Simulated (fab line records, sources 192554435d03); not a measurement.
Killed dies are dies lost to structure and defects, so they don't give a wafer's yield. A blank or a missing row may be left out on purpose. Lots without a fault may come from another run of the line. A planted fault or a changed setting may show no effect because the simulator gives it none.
A struck lot beside a sound one | flow n5_finfet | 16 steps out of a route of 1938
Sound: wafers L209.4, L209.5, L209.6. Struck: wafers L213.1, L213.2, L213.5. The cause comes at the end.
At each step with rows: each side's tool, then ch and its chambers, then its first start. Under that, the readings that differ: sound wafers | struck wafers | difference of the means | sigmas: that difference in standard deviations of wafers without a fault.
alike: readings whose means differ by less than 2 such deviations, and words and numbers that are the same on both sides. not compared: withheld readings, readings that some wafer has no value for, bounds like >300 that may hide the same value, and numbers for which the record gives no deviation and whose values overlap.
The two part at a step that has a row with sigmas, a row that says differs or no value, or rows on one side only. Numbers that don't overlap but have no deviation are shown without sigmas and don't part them. A reading that every wafer of one side lacks parts them only if that side has two wafers or more.

first, 4 steps without rows for these wafers: N5_BEOL_M9_HM_STRIP_39 (strips TiN in peroxide tin strip, target depth 25 nm, time 158 s); N5_BEOL_M9_SRD_40 (time 30 s); N5_BEOL_M9_PRECLEAN_42 (cleans in residue remover, time 60 s); N5_BEOL_M9_SRD_43 (time 30 s).
N5_BEOL_M9_CD_MEAS_35: target cd 70 nm, target cd y 40 nm.
  sound on cd_sem-02, day 13 00:19; struck on cd_sem-03, day 14 01:12
  alike: cd_nm
N5_BEOL_M9_CURE_72: cures SiCOH lowk, time 120 s.
  sound on uv_cure-01 ch 1, day 13 00:31; struck on uv_cure-03 ch 1, day 14 01:14
  reading          | sound             | struck            | difference | sigmas
  wafer_temp_C_max | 371.2 371.2 371.5 | 372.7 373.0 373.0 | +1.6       | +3
  alike: lamp_power_pct
N5_BEOL_M9_DEGAS_44: time 60 s.
  sound on pvd_sputter-03, day 13 01:00; struck on pvd_sputter-03, day 14 01:40
  alike: heater_power_w
N5_BEOL_M9_PRE_CLEAN_45: time 30 s.
  sound on pvd_sputter-03, day 13 01:02; struck on pvd_sputter-03, day 14 01:43
  alike: heater_power_w
then, 3 steps without rows for these wafers: N5_BEOL_M9_ALD_74 (deposits TaN, target thk 2 nm, pulse time 2 s, purge time 3 s); N5_BEOL_M9_SURFACE_TREAT_79; N5_BEOL_M9_CVD_78 (deposits Co from CCTBA/H2, target thk 2 nm, time 138.9 s).
N5_BEOL_M9_SPUTTER_48: material Cu, target thk 12 nm, time 2 s.
  sound on pvd_sputter-03, day 13 01:59; struck on pvd_sputter-02, day 14 02:28
  alike: throttle_valve_pct
N5_BEOL_M9_ECD_50: material Cu, target thk 318 nm.
  sound on ecd_cu-01 ch 0,1, day 13 02:08; struck on ecd_cu-01 ch 0,1, day 14 02:55
N5_BEOL_M9_ANNEAL_51: time 90 s.
  sound on rtp_anneal-02 ch 0, day 13 02:26; struck on rtp_anneal-02 ch 0, day 14 03:01
  reading          | sound                | struck               | difference | sigmas
  wafer_temp_C_max | 226.45 226.67 226.38 | 225.97 226.03 225.72 | -0.59      | -2
N5_BEOL_M9_CMP_52: polishes, stops on SiCOH lowk, t overpolish 7 s, target thk 140 nm.
  sound on cmp-02 ch 0,1,2, day 13 02:40; struck on cmp-02 ch 0,1,2, day 14 03:22
  reading                | sound    | struck      | difference | sigmas
  time_to_endpoint_s (s) | 64 68 71 | 128 123 128 | +59        | +14
  alike: barrier_field_endpoint_s, motor_current_A, overpolish_run_s, slurry_flow_ml_min
N5_BEOL_M9_THK_MEAS_53: measures by xrf.
  sound on film_metro-02, day 13 02:53; struck on film_metro-02, day 14 03:37
  alike: M9_THK

WHERE THEY PART
First at N5_BEOL_M9_CURE_72; last, within this record, at N5_BEOL_M9_CMP_52. Later steps at which nothing parts them and some readings are alike: N5_BEOL_M9_THK_MEAS_53.

WHY: what the simulator had put in
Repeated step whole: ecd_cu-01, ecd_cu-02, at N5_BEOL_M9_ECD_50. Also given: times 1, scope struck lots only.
